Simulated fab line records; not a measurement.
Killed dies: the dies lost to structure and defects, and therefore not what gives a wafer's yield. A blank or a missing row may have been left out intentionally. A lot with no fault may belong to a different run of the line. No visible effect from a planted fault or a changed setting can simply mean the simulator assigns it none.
Matching of chambers    flow n5-finfet    N5_BEOL_M6_DESCUM_33 on rie-diel-03 has 4 sister chambers
The step chemistry O2, time 7 s. 4 wafers are shown with their chamber, then 7 later ones without.

== WAFERS, EACH WITH ITS CHAMBER ==
wafer   chamber  drypump-motor-current-A (A)
L366.2  1        6.5
L370.6  3        6.3
L380.2  0        5.7
L380.4  2        5.4

== WAFERS MISSING THEIR CHAMBER ==
wafer   drypump-motor-current-A (A)
L380.6  5.8
L382.2  5.7
L382.3  5.5
L382.4  6.3
L384.1  6.5
L384.3  6.4
L384.5  6.3

== THE CHAMBER EACH PASSED THROUGH ==
wafer   from the rows above      in truth
L380.6  0                        0
L382.2  0                        0
L382.3  can't be placed: 2 or 0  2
L382.4  3                        3
L384.1  1                        1
L384.3  can't be placed: 1 or 3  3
L384.5  3                        3
Correct placement for 5 of the 7. Cannot be placed on the basis of these rows: 2; the candidates contain the true chamber in 2. Wrongly placed: 0.
How it was worked out, from the rows above alone: a wafer's distance from a chamber is the root of the sum, over the readings, of the square of ((its reading less the chamber's mean) divided by the reading's scatter). If the next closest chamber is less than 2 further off than the closest, the wafer can't be placed; otherwise it belongs to the closest. For every chamber, the mean is computed from those of its wafers that are shown. The scatter: with one shown wafer a chamber, the root of the mean of the squares of how far each hidden wafer lies from its nearest shown one.
